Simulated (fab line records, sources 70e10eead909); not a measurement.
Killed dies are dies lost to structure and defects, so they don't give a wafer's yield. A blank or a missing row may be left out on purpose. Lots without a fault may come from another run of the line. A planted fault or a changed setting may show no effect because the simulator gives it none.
Which tool did it? | flow nand_harc | 6 lots, 18 wafers sampled, at 1 step of a route of 1159

WHAT THE GAUGES READ, wafer by wafer
NHARC_A_M0_CD_MEAS_16.
lot  | measured     | on        | cd_nm (nm)
L699 | day 17 23:38 | cd_sem-03 | 80.4 79.4 79.5
L701 | day 19 00:38 | cd_sem-01 | 80.0 79.0 80.1
L707 | day 20 00:11 | cd_sem-01 | 78.9 79.5 76.6
L705 | day 20 05:19 | cd_sem-02 | 81.5 81.4 81.9
L710 | day 20 22:01 | cd_sem-01 | 81.0 82.3 80.0
L720 | day 23 00:47 | cd_sem-03 | 79.6 80.7 80.2

WHICH TOOL RAN EACH LOT (tool, then ch and the chambers of the sampled wafers, then the start)
The record holds no process step before these readings.

THE ANSWER, worked out from the rows above alone
Rule: what is usual is taken from the lots themselves. Put in order of their means at a reading, lots are off if they are a third of the lots or fewer, leave a main group of 4 or more, and stand apart from it by a gap of 3 or more times the standard deviation of the main group's means; of several such gaps the widest counts. A main group whose means are all the same, to the digits that the tables above print for the reading, isn't used. A lot without any number at a reading at which 4 lots or more have one is off too. The other lots that the step has rows for count as sound.
No lot is off at any reading shown: from this, nothing can be told.

WHAT THE SIMULATOR HAD PUT IN
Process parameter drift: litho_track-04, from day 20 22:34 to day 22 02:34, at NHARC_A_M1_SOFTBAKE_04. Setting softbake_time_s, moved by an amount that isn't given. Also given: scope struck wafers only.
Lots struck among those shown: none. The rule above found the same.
